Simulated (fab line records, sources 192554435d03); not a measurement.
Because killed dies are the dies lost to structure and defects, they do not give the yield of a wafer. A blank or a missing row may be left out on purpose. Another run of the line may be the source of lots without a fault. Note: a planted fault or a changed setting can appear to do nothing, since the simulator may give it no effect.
fab line records | flow n5_finfet
[record] lots = 7 wafers = 39
route steps=1938 shown BEOL_M6@1194 BEOL_M8@1368 BEOL_M10@1470
start_h: start of the lot's first displayed wafer, in hours after the record's first day | wait_h: time in hours since the lot's previous step | " as in the row above | L1.1+2: several wafers, shown together as one row | - no value, or no start was given | * or withheld: withheld | < > ~ a bound
route shown NAME@n: names a module that has steps shown in the file, with the first one's number in the route | usual: mean/standard deviation taken from wafers without a fault | same: alike in all rows | chamber/n: place in a boat | sites: per-site readings | _std_site: how widely they spread, as a standard deviation | _edge_site: outer sites' mean less inner sites' | radius_mm: for every site, how far away it sits from the centre of the wafer | mask NAME#n: copy n | behind: the last tool/chamber to shape the wafer | hold: reason for holding the lot/hours on hold/outcome of the hold | device: the transistor (n, p or np) that didn't switch | end of line: the route-end tests of the same wafers | where a step has no rows: the recipe by itself | killed: the dies lost at the first sort to structure and to defects; this is not the yield of the wafer | map: per-die view of a wafer (x killed, . not killed, _ where there is no die)
set.NAME: the run value of the setting; set.NAME@STEP: its run value at that earlier step | model.NAME: the simulator's own value behind a step, which no gauge read
lots whose settings were changed on purpose; a table a step, a row a wafer
[[steps]]
[step N5_BEOL_M6_ILD_DEP_00]
[recipe] material = SiCOH_lowk target_thk_a = 1797.5 temp_c = 300 precursor = DEMS/porogen pressure_torr = 5 rf_w = 500 time_s = 33.4
// columns lot.wafer tool chamber start_h wait_h set.target_thk_a model.SiCOH_lowk_of_BEOL_M6_ILD_DEP_00.thk_nm
L076.3 pecvd-04 1 212.58 0.0 1797.5 177.2
L076.5 " 2 " " 1797.5 182.4
L076.6 " 1 " " 1797.5 178.8
L077.1 pecvd-04 0 213.77 0.0 1797.5 176.4
L077.2 " 2 " " 1797.5 177.8
L077.3 " 1 " " 2347 230
L077.4 " 2 " " 2347 236.6
L077.5 " 0 " " 2347 234.8
L077.6 " 1 " " 1797.5 179.6
L083.1 pecvd-02 0 253.25 0.0 1797.5 180.8
L083.2 " 1 " " 1797.5 179.2
L083.3 " 2 " " 1797.5 181.2
L083.4 " 2 " " 1797.5 182.6
L083.5 " 0 " " 1797.5 183.6
L083.6 " 1 " " 1797.5 183.4
L088.1 pecvd-03 2 285.52 0.0 1339 131.4
L088.2 " 0 " " 1339 130.4
L088.3 " 1 " " 1797.5 177
L088.4 " 2 " " 1797.5 181.8
L088.5 " 0 " " 1797.5 178
L088.6 " 1 " " 1339 131.8
L095.1 pecvd-03 2 323.82 0.0 1797.5 178.6
L095.2 " 1 " " 1260 127
L095.3 " 0 " " 1797.5 178
L095.4 " 2 " " 1260 129.6
L095.5 " 1 " " 1797.5 180.8
L095.6 " 0 " " 1260 128.6
L097.1 pecvd-03 1 326.94 0.0 2510 249.6
L097.2 " 2 " " 2510 249.8
L097.3 " 0 " " 1797.5 181.6
L097.4 " 1 " " 2510 252.2
L097.5 " 2 " " 1797.5 181.4
L097.6 " 0 " " 1797.5 184.2
L096.1 pecvd-02 1 331.62 0.0 2576 253.2
L096.2 " 2 " " 1797.5 179.8
L096.3 " 0 " " 2576 255.6
L096.4 " 2 " " 2576 262
L096.5 " 1 " " 1797.5 180.8
L096.6 " 0 " " 1797.5 183
[step N5_BEOL_M6_CURE_74]
[recipe] temp_c = 385 time_s = 240 ambient = He/Ar material = SiCOH_lowk
// columns lot.wafer tool chamber start_h wait_h set.target_thk_a@BEOL_M6_ILD_DEP_00 model.SiCOH_lowk_of_BEOL_M6_ILD_DEP_00.thk_nm
L076.3 uv_cure-03 2 212.80 0.2 1797.5 152.8
L076.5 " 2 " " 1797.5 157.2
L076.6 " 2 " " 1797.5 154.2
L077.1 uv_cure-01 0 213.84 0.0 1797.5 152.2
L077.2 " 0 " " 1797.5 153.2
L077.3 " 0 " " 2347 199
L077.4 " 0 " " 2347 204.8
L077.5 " 0 " " 2347 203.2
L077.6 " 0 " " 1797.5 155
L083.1 uv_cure-01 2 253.31 0.0 1797.5 156
L083.2 " 2 " " 1797.5 154.6
L083.3 " 2 " " 1797.5 156.4
L083.4 " 2 " " 1797.5 157.4
L083.5 " 2 " " 1797.5 158.4
L083.6 " 2 " " 1797.5 158.2
L088.1 uv_cure-01 2 285.58 0.0 1339 113
L088.2 " 2 " " 1339 112.2
L088.3 " 2 " " 1797.5 152.6
L088.4 " 2 " " 1797.5 156.8
L088.5 " 2 " " 1797.5 153.4
L088.6 " 2 " " 1339 113.2
L095.1 uv_cure-02 2 323.89 0.0 1797.5 154
L095.2 " 2 " " 1260 109.2
L095.3 " 2 " " 1797.5 153.4
L095.4 " 2 " " 1260 111.4
L095.5 " 2 " " 1797.5 156
L095.6 " 2 " " 1260 110.6
L097.1+2 uv_cure-02 1 327.01 0.0 2510 216.2
L097.3+5 " 1 " " 1797.5 156.6
L097.4 " 1 " " 2510 218.4
L097.6 " 1 " " 1797.5 158.8
L096.1 uv_cure-03 1 331.93 0.3 2576 219.2
L096.2 " 1 " " 1797.5 155
L096.3 " 1 " " 2576 221.2
L096.4 " 1 " " 2576 227
L096.5 " 1 " " 1797.5 156
L096.6 " 1 " " 1797.5 157.8
[step N5_BEOL_M6_THK_MEAS_01]
[recipe] reads = SiCOH_lowk_of_BEOL_M6_ILD_DEP_00
[usual] M6_ILD_THK = 154.8/2.1
// columns lot.wafer tool chamber start_h wait_h set.target_thk_a@BEOL_M6_ILD_DEP_00 M6_ILD_THK[nm]
L076.3 film_metro-02 - 213.17 0.3 1797.5 152.7
L076.5 " - " " 1797.5 157.2
L076.6 " - " " 1797.5 154.1
L077.1 film_metro-01 - 214.35 0.4 1797.5 152.1
L077.2 " - " " 1797.5 153.3
L077.3 " - " " 2347 199.0
L077.4 " - " " 2347 204.7
L077.5 " - " " 2347 203.2
L077.6 " - " " 1797.5 154.9
L083.1 film_metro-01 - 253.82 0.4 1797.5 156.0
L083.2 " - " " 1797.5 154.7
L083.3 " - " " 1797.5 156.3
L083.4 " - " " 1797.5 157.4
L083.5 " - " " 1797.5 158.6
L083.6 " - " " 1797.5 158.1
L088.1 film_metro-02 - 286.10 0.4 1339 113.0
L088.2 " - " " 1339 112.2
L088.3 " - " " 1797.5 152.7
L088.4 " - " " 1797.5 156.9
L088.5 " - " " 1797.5 153.4
L088.6 " - " " 1339 113.2
L095.1 film_metro-02 - 324.40 0.4 1797.5 154.1
L095.2 " - " " 1260 109.2
L095.3 " - " " 1797.5 153.4
L095.4 " - " " 1260 111.4
L095.5 " - " " 1797.5 156.0
L095.6 " - " " 1260 110.5
L097.1 film_metro-02 - 327.52 0.4 2510 216.2
L097.2 " - " " 2510 216.5
L097.3 " - " " 1797.5 156.7
L097.4 " - " " 2510 218.4
L097.5 " - " " 1797.5 156.5
L097.6 " - " " 1797.5 158.9
L096.1 film_metro-01 - 332.45 0.4 2576 219.3
L096.2 " - " " 1797.5 154.9
L096.3 " - " " 2576 221.3
L096.4 " - " " 2576 226.9
L096.5 " - " " 1797.5 156.1
L096.6 " - " " 1797.5 157.8
[step N5_BEOL_M8_DESCUM_33]
[recipe] chemistry = O2 time_s = 7 source_power_w = 50 bias_power_w = 20 pressure_mtorr = 20 rf_frequency_hz = 2.712e+07 temp_c = 40 resist = CAR-EUV o2_flow_sccm = 225
// columns lot.wafer tool chamber start_h wait_h set.time_s model.CAR-EUV_of_BEOL_M8_COAT_22.thk_nm
L077.1+2+5 rie_diel-01 3,1,0 238.57 0.0 11.04 24
L077.3+4+6 " 2,0,1 " " 7 26
L076.3+5+6 rie_diel-02 0,3,2 238.61 0.0 7 26
L083.1+3+5 rie_diel-02 2,1,0 279.50 0.0 5.327 26.8
L083.2+4+6 " 0,3,3 " " 7 26
L088.1+6 rie_diel-02 3 305.97 0.0 10.31 24.4
L088.2+3 " 2,0 " " 7 26
L088.4 " 1 " " 10.31 24.6
L088.5 " 0 " " 7 26.2
L095.1+4+6 rie_diel-01 1,1,2 349.01 0.0 7 26
L095.2+5 " 0 " " 9.809 24.8
L095.3 " 2 " " 9.809 24.6
L097.1 rie_diel-02 3 352.75 0.0 4.652 27.4
L097.2+6 " 2 " " 4.652 27.2
L097.3+5 " 1 " " 7 26.2
L097.4 " 0 " " 7 26
L096.1+4 rie_diel-05 3 353.19 0.3 7 25.8
L096.2+3+5 " 1,0,1 " " 4.177 27.4
L096.6 " 0 " " 7 26
[step N5_BEOL_M8_ETCH_72]
[recipe] chemistry = N2/H2 target = underlayer target_depth_a = 65 mask_material = CAR-EUV time_s = 5.2 ion_energy_ev = 200 pressure_mtorr = 30 source_w = 840 bias_w = 150 n2_flow_sccm = 200 h2_flow_sccm = 200 ends = cleared
// columns lot.wafer tool chamber start_h wait_h set.time_s@BEOL_M8_DESCUM_33 model.CAR-EUV_of_BEOL_M8_COAT_22.thk_nm
L077.1+2 rie_diel-01 3,1 238.60 0.0 11.04 18.2
L077.3+4 " 2,0 " " 7 20.4
L077.5 " 0 " " 11.04 18.4
L077.6 " 1 " " 7 20.2
L076.3+5+6 rie_diel-02 0,3,2 238.64 0.0 7 20.2
L083.1+3 rie_diel-02 2,1 279.53 0.0 5.327 21.2
L083.2+4 " 0,3 " " 7 20.2
L083.5 " 0 " " 5.327 21
L083.6 " 3 " " 7 20.4
L088.1+4 rie_diel-02 3,1 306.00 0.0 10.31 18.8
L088.2+3+5 " 2,0,0 " " 7 20.4
L088.6 " 3 " " 10.31 18.6
L095.1 rie_diel-01 1 349.04 0.0 7 20.4
L095.2+5 " 0 " " 9.809 19
L095.3 " 2 " " 9.809 18.8
L095.4+6 " 1,2 " " 7 20.2
L097.1+2+6 rie_diel-02 3,2,2 352.78 0.0 4.652 21.6
L097.3+4+5 " 1,0,1 " " 7 20.4
L096.1+4 rie_diel-05 3 353.22 0.0 7 20.2
L096.2 " 1 " " 4.177 21.6
L096.3+5 " 0,1 " " 4.177 21.8
L096.6 " 0 " " 7 20.4
[step N5_BEOL_M8_ETCH_65]
[recipe] chemistry = CF4 target = SiARC target_depth_a = 156 mask_material = CAR-EUV time_s = 26 ion_energy_ev = 80 pressure_mtorr = 40 source_w = 545 bias_w = 36 Ar_flow_sccm = 100 cf4_flow_sccm = 100 ends = cleared
// columns lot.wafer tool chamber start_h wait_h set.time_s@BEOL_M8_DESCUM_33 model.CAR-EUV_of_BEOL_M8_COAT_22.thk_nm
L077.1+2 rie_diel-01 3,1 238.62 0.0 11.04 9
L077.3+6 " 2,1 " " 7 11
L077.4 " 0 " " 7 11.2
L077.5 " 0 " " 11.04 9.2
L076.3+5+6 rie_diel-02 0,3,2 238.66 0.0 7 11
L083.1+3 rie_diel-02 2,1 279.55 0.0 5.327 12
L083.2+4+6 " 0,3,3 " " 7 11
L083.5 " 0 " " 5.327 11.8
L088.1+6 rie_diel-02 3 306.02 0.0 10.31 9.4
L088.2+3+5 " 2,0,0 " " 7 11.2
L088.4 " 1 " " 10.31 9.6
L095.1 rie_diel-01 1 349.06 0.0 7 11.2
L095.2+5 " 0 " " 9.809 9.8
L095.3 " 2 " " 9.809 9.6
L095.4+6 " 1,2 " " 7 11
L097.1+2+6 rie_diel-02 3,2,2 352.80 0.0 4.652 12.4
L097.3+4+5 " 1,0,1 " " 7 11.2
L096.1 rie_diel-05 3 353.24 0.0 7 10.8
L096.2 " 1 " " 4.177 12.4
L096.3+5 " 0,1 " " 4.177 12.6
L096.4 " 3 " " 7 11
L096.6 " 0 " " 7 11.2
[step N5_BEOL_M10_ILD_DEP_00]
[recipe] material = SiCOH_lowk target_thk_a = 3085.1 temp_c = 300 precursor = DEMS/porogen pressure_torr = 5 rf_w = 500 time_s = 58
// columns lot.wafer tool chamber start_h wait_h set.time_s model.SiCOH_lowk_of_BEOL_M10_ILD_DEP_00.thk_nm
L076.3 pecvd-02 2 251.74 0.0 58 308.2
L076.5 " 1 " " 58 315.4
L076.6 " 0 " " 58 310.8
L077.1 pecvd-02 0 252.20 0.0 24.44 135
L077.2 " 1 " " 58 310.4
L077.3 " 2 " " 24.44 137.2
L077.4 " 0 " " 58 312.2
L077.5 " 1 " " 24.44 138.6
L077.6 " 2 " " 58 313
L083.1 pecvd-03 2 289.54 0.0 58 308.6
L083.2 " 1 " " 58 306.8
L083.3 " 0 " " 58 305.6
L083.4 " 1 " " 58 313.4
L083.5 " 0 " " 58 310.2
L083.6 " 2 " " 58 309.4
L088.1 pecvd-04 2 318.31 0.0 58 307
L088.2 " 1 " " 33.81 180.2
L088.3 " 0 " " 58 303.6
L088.4 " 0 " " 33.81 180.4
L088.5 " 1 " " 33.81 182.6
L088.6 " 2 " " 58 312.8
L095.1 pecvd-03 2 365.24 0.0 58 303.4
L095.2 " 1 " " 58 302.6
L095.3 " 0 " " 58 308.2
L095.4 " 2 " " 58 306
L095.5 " 1 " " 58 308
L095.6 " 0 " " 58 310.8
L097.1 pecvd-03 2 367.43 0.0 37.19 191.8
L097.2 " 0 " " 58 307
L097.3 " 1 " " 37.19 195.2
L097.4 " 2 " " 37.19 199.2
L097.5 " 0 " " 58 306.6
L097.6 " 1 " " 58 310
L096.1 pecvd-04 1 367.96 0.0 58 304.6
L096.2 " 0 " " 58 302.4
L096.3 " 2 " " 58 308.6
L096.4 " 1 " " 42.5 227
L096.5 " 0 " " 42.5 228
L096.6 " 2 " " 42.5 228.8
[step N5_BEOL_M10_CURE_71]
[recipe] temp_c = 385 time_s = 240 ambient = He/Ar material = SiCOH_lowk
// columns lot.wafer tool chamber start_h wait_h set.time_s@BEOL_M10_ILD_DEP_00 model.SiCOH_lowk_of_BEOL_M10_ILD_DEP_00.thk_nm
L076.3 uv_cure-02 0 251.98 0.2 58 267.8
L076.5 " 0 " " 58 274.2
L076.6 " 0 " " 58 270
L077.1 uv_cure-01 0 252.28 0.0 24.44 116
L077.2 " 0 " " 58 269.6
L077.3 " 0 " " 24.44 118
L077.4 " 0 " " 58 271.2
L077.5 " 0 " " 24.44 119.2
L077.6 " 0 " " 58 271.8
L083.1 uv_cure-01 1 289.61 0.0 58 268.2
L083.2 " 1 " " 58 266.4
L083.3 " 1 " " 58 265.4
L083.4 " 1 " " 58 272.4
L083.5 " 1 " " 58 269.4
L083.6 " 1 " " 58 268.8
L088.1 uv_cure-03 0 318.39 0.0 58 266.6
L088.2 " 0 " " 33.81 155.4
L088.3 " 0 " " 58 263.6
L088.4 " 0 " " 33.81 155.6
L088.5 " 0 " " 33.81 157.6
L088.6 " 0 " " 58 271.8
L095.1 uv_cure-03 1 365.31 0.0 58 263.4
L095.2 " 1 " " 58 262.8
L095.3+5 " 1 " " 58 267.6
L095.4 " 1 " " 58 265.8
L095.6 " 1 " " 58 270
L097.1 uv_cure-02 0 367.51 0.0 37.19 165.6
L097.2 " 0 " " 58 266.6
L097.3 " 0 " " 37.19 168.4
L097.4 " 0 " " 37.19 172
L097.5 " 0 " " 58 266.4
L097.6 " 0 " " 58 269.4
L096.1 uv_cure-03 0 368.04 0.0 58 264.6
L096.2 " 0 " " 58 262.6
L096.3 " 0 " " 58 268
L096.4 " 0 " " 42.5 196.4
L096.5 " 0 " " 42.5 197.2
L096.6 " 0 " " 42.5 197.8
[step N5_BEOL_M10_THK_MEAS_01]
[recipe] reads = SiCOH_lowk_of_BEOL_M10_ILD_DEP_00
[usual] M10_ILD_THK = 267/3.3
// columns lot.wafer tool chamber start_h wait_h set.time_s@BEOL_M10_ILD_DEP_00 M10_ILD_THK[nm]
L076.3 film_metro-01 - 252.34 0.3 58 268
L076.5 " - " " 58 274
L076.6 " - " " 58 270
L077.1 film_metro-01 - 252.79 0.4 24.44 116
L077.2 " - " " 58 270
L077.3 " - " " 24.44 118
L077.4 " - " " 58 271
L077.5 " - " " 24.44 119
L077.6 " - " " 58 272
L083.1 film_metro-02 - 290.13 0.4 58 268
L083.2 " - " " 58 267
L083.3 " - " " 58 266
L083.4 " - " " 58 272
L083.5 " - " " 58 270
L083.6 " - " " 58 269
L088.1 film_metro-01 - 318.90 0.4 58 267
L088.2 " - " " 33.81 155
L088.3 " - " " 58 264
L088.4 " - " " 33.81 155
L088.5 " - " " 33.81 158
L088.6 " - " " 58 272
L095.1 film_metro-01 - 365.83 0.4 58 263
L095.2 " - " " 58 263
L095.3 " - " " 58 268
L095.4 " - " " 58 266
L095.5 " - " " 58 267
L095.6 " - " " 58 270
L097.1 film_metro-01 - 368.02 0.4 37.19 165
L097.2 " - " " 58 266
L097.3 " - " " 37.19 169
L097.4 " - " " 37.19 172
L097.5 " - " " 58 266
L097.6 " - " " 58 269
L096.1 film_metro-01 - 368.55 0.4 58 264
L096.2 " - " " 58 262
L096.3 " - " " 58 268
L096.4 " - " " 42.5 196
L096.5 " - " " 42.5 197
L096.6 " - " " 42.5 198
[[key]]
[split] step = N5_BEOL_M6_ILD_DEP_00 setting = target_thk_a stated = 1797.5 by = wafer
[response] step = N5_BEOL_M6_ILD_DEP_00 reading = model.SiCOH_lowk_of_BEOL_M6_ILD_DEP_00.thk_nm change = +1.76 per = 1% r = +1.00
[response] step = N5_BEOL_M6_CURE_74 reading = model.SiCOH_lowk_of_BEOL_M6_ILD_DEP_00.thk_nm change = +1.54 per = 1% r = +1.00
[response] step = N5_BEOL_M6_THK_MEAS_01 reading = M6_ILD_THK change = +1.54 per = 1% r = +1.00
[split] step = N5_BEOL_M8_DESCUM_33 setting = time_s stated = 7 by = wafer
[response] step = N5_BEOL_M8_DESCUM_33 reading = model.CAR-EUV_of_BEOL_M8_COAT_22.thk_nm change = -0.0344 per = 1% r = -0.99
[response] step = N5_BEOL_M8_ETCH_72 reading = model.CAR-EUV_of_BEOL_M8_COAT_22.thk_nm change = -0.0354 per = 1% r = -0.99
[response] step = N5_BEOL_M8_ETCH_65 reading = model.CAR-EUV_of_BEOL_M8_COAT_22.thk_nm change = -0.0357 per = 1% r = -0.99
[split] step = N5_BEOL_M10_ILD_DEP_00 setting = time_s stated = 58 by = wafer
[response] step = N5_BEOL_M10_ILD_DEP_00 reading = model.SiCOH_lowk_of_BEOL_M10_ILD_DEP_00.thk_nm change = +3.03 per = 1% r = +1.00
[response] step = N5_BEOL_M10_CURE_71 reading = model.SiCOH_lowk_of_BEOL_M10_ILD_DEP_00.thk_nm change = +2.66 per = 1% r = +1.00
[response] step = N5_BEOL_M10_THK_MEAS_01 reading = M10_ILD_THK change = +2.66 per = 1% r = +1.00
